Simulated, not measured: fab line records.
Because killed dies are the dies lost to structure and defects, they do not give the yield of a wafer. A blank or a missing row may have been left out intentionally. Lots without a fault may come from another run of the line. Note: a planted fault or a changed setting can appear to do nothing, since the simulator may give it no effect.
Matching of chambers | flow nand_harc | NHARC_A_STAIRCASE_DEP_151 on pecvd-01: 3 sister chambers
The step deposits SiO2, target thk 3800 nm. 6 wafers are shown with their chamber, then 9 later ones without.

== WAFERS PAIRED WITH THEIR CHAMBERS ==
wafer  | chamber | heater_power_w (W)
L082.1 | 0       | 704
L082.3 | 1       | 753
L082.6 | 2       | 485
L088.3 | 0       | 699
L088.4 | 2       | 488
L088.6 | 1       | 652

== WAFERS WITHOUT THEIR CHAMBER ==
wafer  | heater_power_w (W)
L090.1 | 692
L090.2 | 562
L090.3 | 800
L092.1 | 765
L092.3 | 594
L092.4 | 480
L095.2 | 745
L095.4 | 477
L095.6 | 586

== WHICH CHAMBER EACH WENT THROUGH ==
wafer  | from the rows above          | in truth
L090.1 | can't be placed: 0 or 1      | 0
L090.2 | can't be placed: 2 or 0 or 1 | 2
L090.3 | can't be placed: 1 or 0      | 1
L092.1 | can't be placed: 1 or 0      | 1
L092.3 | can't be placed: 0 or 2 or 1 | 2
L092.4 | 2                            | 2
L095.2 | can't be placed: 1 or 0      | 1
L095.4 | 2                            | 2
L095.6 | can't be placed: 2 or 0 or 1 | 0
Correct placement for 2 of the 9. Cannot be placed on the basis of these rows: 7; the candidates contain the true chamber in 7. Placed wrongly: 0.
How it was worked out, from the rows above alone: a wafer's distance from a chamber is the root of the sum, over the readings, of the square of ((its reading less the chamber's mean) divided by the reading's scatter). The wafer belongs to the nearest chamber; if the next one is less than 2 further off, it can't be placed. Each chamber's mean is taken over the wafers shown for it. The scatter: take each reading less its chamber's mean, square it, sum over the shown wafers, divide by the number of wafers less the number of chambers, and take the root.
